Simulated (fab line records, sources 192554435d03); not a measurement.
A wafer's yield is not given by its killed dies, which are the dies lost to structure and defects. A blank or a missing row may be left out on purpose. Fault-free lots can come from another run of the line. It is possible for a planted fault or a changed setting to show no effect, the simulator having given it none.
Split-lot experiment | flow n5-finfet | 7 lots, 21 wafers read, on a route of 1938 steps

== SPLIT DETAILS ==
At N5_SD_EPI_N_EXPOSE_06 (exposes mask SD N BLK, target cd 120 nm), the setting dose-mj was moved away from the recipe's 39.75 on 4 of the 21 wafers read, by -6.9% to -4.7%. All remaining wafers had this setting at the recipe value.

== FROM THE SPLIT TO THE READING: what the file shows between them, 2 steps ==
- N5_SD_EPI_N_PEB_07: peb time 60 s
- N5_SD_EPI_N_DEVELOP_08: develop time 30 s

== THE READING ==
Shown in nm: cd-nm at N5_SD_EPI_N_CD_MEAS_09, with target cd 120 nm. Typical for fault-free wafers on this fab line: 120.0 nm, with standard deviation 0.55 nm.

wafer  | tool, chamber at the split | dose-mj as run | against the recipe | cd-nm, nm | against lot-mates on the recipe
L082.2 | arfi-scanner-02, 0         | 39.75          | recipe             | 119.8     | -
L082.3 | arfi-scanner-02, 0         | 39.75          | recipe             | 119.5     | -
L082.4 | arfi-scanner-02, 0         | 39.75          | recipe             | 119.0     | -
L083.1 | arfi-scanner-01, 0         | 39.75          | recipe             | 119.3     | -
L083.2 | arfi-scanner-01, 0         | 39.75          | recipe             | 118.7     | -
L083.5 | arfi-scanner-01, 0         | 37.01          | -6.9%              | 113.5     | -5.5
L085.1 | arfi-scanner-03, 0         | 39.75          | recipe             | 119.9     | -
L085.2 | arfi-scanner-03, 0         | 39.75          | recipe             | 120.4     | -
L085.4 | arfi-scanner-03, 0         | 39.75          | recipe             | 119.8     | -
L089.3 | arfi-scanner-01, 0         | 39.75          | recipe             | 120.6     | -
L089.4 | arfi-scanner-01, 0         | 39.75          | recipe             | 120.8     | -
L089.5 | arfi-scanner-01, 0         | 39.75          | recipe             | 120.1     | -
L092.3 | arfi-scanner-03, 0         | 37.42          | -5.9%              | 115.8     | -4.1
L092.4 | arfi-scanner-03, 0         | 39.75          | recipe             | 119.9     | -
L092.6 | arfi-scanner-03, 0         | 37.42          | -5.9%              | 115.3     | -4.6
L093.1 | arfi-scanner-03, 0         | 39.75          | recipe             | 120.8     | -
L093.2 | arfi-scanner-03, 0         | 39.75          | recipe             | 120.3     | -
L093.4 | arfi-scanner-03, 0         | 39.75          | recipe             | 120.7     | -
L094.3 | arfi-scanner-01, 0         | 39.75          | recipe             | 119.6     | -
L094.4 | arfi-scanner-01, 0         | 39.75          | recipe             | 119.5     | -
L094.5 | arfi-scanner-01, 0         | 37.89          | -4.7%              | 116.5     | -3.0

THE FIT
A straight line over all 21 wafers: cd-nm changes by +0.81 nm for each +1% of dose-mj; r = +0.95; the points scatter about the line by 0.63 nm.
The same after taking each lot's own level away (the mean of its wafers on the recipe; 21 wafers): +0.748 nm for each +1%; r = +0.99; scatter 0.29 nm.
That fit puts the effect of the largest move of dose-mj on the reading at 5.2 nm.
Measured against the standard deviation above, the lots' own levels, which go from 119.00 to 120.60 nm, span 2.9 times it.
The two slopes agree, so the slope changes little with the lot-to-lot level.
Check: -4.97 nm against its lot-mates is what the line predicts for one of the wafers moved furthest among these (-6.9%) when that wafer is left out of the fit. It came out at -5.5 nm against them.

== OTHER SPLITS APPLIED TO THESE WAFERS ==
Before the reading, these wafers also passed through other splits. Each is held against what the fit with the lots' levels taken away leaves over:
other split on the same wafers            | wafers away from the commonest value | r with cd-nm (lot level and that fit taken away)
N5_WELL_APT_COAT_02 spin-rpm              | 5                                    | +0.07
N5_PMOS_HMC_CHANNEL_EPI_PEB_07 peb-temp-c | 6                                    | -0.09
N5_PMOS_HMC_CHANNEL_EPI_ETCH_38 bias-w    | 8                                    | -0.16
N5_FIN_SAQP_SPACER1_ALD_24 ald-cycles     | 5                                    | -0.27
N5_FIN_SAQP_ETCH_65 time-s                | 5                                    | +0.08
N5_FIN_CUT_COAT_29 spin-rpm               | 7                                    | +0.13

== THE FILE'S OWN FIT ==
cd-nm changes by +0.747 nm for each +1% of dose-mj, r = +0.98.
